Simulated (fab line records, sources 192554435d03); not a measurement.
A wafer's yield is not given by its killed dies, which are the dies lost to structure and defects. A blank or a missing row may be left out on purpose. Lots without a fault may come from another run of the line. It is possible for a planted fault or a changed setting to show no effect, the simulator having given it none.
One fault through the eyes of 3 desks | flow n5Finfet | only its own numbers are on each desk; what lay behind them is given at the end

## FOR THE TOOL OWNER'S DESK: pecvd-04
The tool's own readings at N5_FIN_SAQP_HM_DEP_72 (deposits SiO2 from SiH4/N2O, target thk 12 nm, time 7.2 s): means of the sampled wafers that have a number, for each lot that ran on this tool. Marked OUT: a lot whose mean sits more than 4 standard deviations from the usual mean, which makes it out of limits; the brackets give that distance.
Columns: A = heaterPowerW at N5_FIN_SAQP_HM_DEP_72, usual 824 W; B = showerheadPlenumPTorr at N5_FIN_SAQP_HM_DEP_72, usual 8.08 Torr
lot  | first seen here | A   | B
L797 | day 2 15:14     | 906 | 8.00
L799 | day 3 04:25     | 938 | 8.00
L804 | day 4 09:51     | 907 | 8.00
L811 | day 6 05:02     | 951 | 7.98
This desk's verdict: no lot among the 4 shows anything out of limits.

## AT THE METROLOGY DESK
Lot by lot, what the gauges showed, no matter which tool ran the lot: averages of those sampled wafers that carry a number. Marked OUT: a lot whose mean sits more than 4 standard deviations from the usual mean, which makes it out of limits; the brackets give that distance. 7 of its 10 readings are shown, namely those furthest out on some lot.
Columns: A = DIBL_N at N5_BEOL_M4_RC_MEAS_101, usual 35.9 mV/V; B = IOFF_N at N5_BEOL_M4_RC_MEAS_101, usual 0.160 nA/um; C = IOFF_P at N5_BEOL_M4_RC_MEAS_101, usual 0.21 nA/um; D = ION_P at N5_BEOL_M4_RC_MEAS_101, usual 461 uA/um; E = SS_N at N5_BEOL_M4_RC_MEAS_101, usual 71.4 mV/dec; F = VT_N at N5_BEOL_M4_RC_MEAS_101, usual 249.3 mV; G = VT_P at N5_BEOL_M4_RC_MEAS_101, usual -250 mV
lot  | first seen here | A    | B     | C    | D   | E    | F     | G
L797 | day 9 04:48     | 37.0 | 0.179 | 0.24 | 460 | 71.6 | 248.8 | -247
L799 | day 9 14:31     | 36.5 | 0.164 | 0.19 | 454 | 71.7 | 250.0 | -254
L802 | day 10 06:41    | 35.9 | 0.157 | 0.18 | 459 | 70.8 | 249.0 | -254
L804 | day 10 14:10    | 34.6 | 0.139 | 0.19 | 457 | 70.9 | 250.7 | -249
L811 | day 11 21:24    | 37.6 | 0.198 | 0.28 | 473 | 71.5 | 244.7 | -244
L814 | day 13 21:21    | 36.7 | 0.147 | 0.17 | 447 | 71.5 | 250.3 | -256
L816 | day 13 21:41    | 35.3 | 0.164 | 0.21 | 458 | 71.6 | 248.3 | -250
L817 | day 14 04:16    | 36.4 | 0.158 | 0.20 | 459 | 71.1 | 251.7 | -252
This desk's verdict: no lot among the 8 shows anything out of limits.

## THE DEFECT DESK
For each lot, the counts of the inspections along the route, averaged over the sampled wafers that have a number. Marked OUT: a lot whose mean sits more than 4 standard deviations from the usual mean, which makes it out of limits; the brackets give that distance.
Columns: A = rawDefectCount at N5_FIN_SAQP_INSPECT_40, usual 233; B = rawDefectCount at N5_FIN_CUT_INSPECT_10, usual 43; C = rawDefectCount at N5_FIN_CUT_INSPECT_17, usual 234
lot  | first seen here | A   | B              | C
L797 | day 3 03:05     | 308 | 57             | 317
L799 | day 3 11:44     | 245 | 36             | 309
L802 | day 4 03:06     | 176 | 33             | 212
L804 | day 4 14:55     | 182 | 35             | 187
L811 | day 6 10:04     | 270 | 133 (+6.9) OUT | 311
L814 | day 7 05:02     | 232 | 53             | 287
L816 | day 7 14:37     | 265 | 46             | 224
L817 | day 7 19:55     | 256 | 39             | 230
Finding of this desk: L811 out of limits; the first was L811 at day 6 10:35, on rawDefectCount at N5_FIN_CUT_INSPECT_10. In limits: L797, L799, L802, L804, L814, L816, L817.

## ALL TOGETHER
The defect desk could have raised an alarm at day 6 10:35, on L811.
Nothing out of limits was seen by the tool owner's desk.
At the metrology desk, nothing out of limits was observed.
The tool owner's desk has L811 on record, within its limits.
The metrology desk holds a record of L811, inside its limits.
Of the lots named, all ran N5_FIN_SAQP_HM_DEP_72 on pecvd-04.

## WHAT WAS PUT IN BY THE SIMULATOR
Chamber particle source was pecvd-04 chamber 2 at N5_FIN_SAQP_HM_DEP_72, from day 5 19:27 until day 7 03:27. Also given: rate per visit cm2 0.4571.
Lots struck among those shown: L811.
Hours from the fault's start to each desk's first reading out of limits: the defect desk, 15.
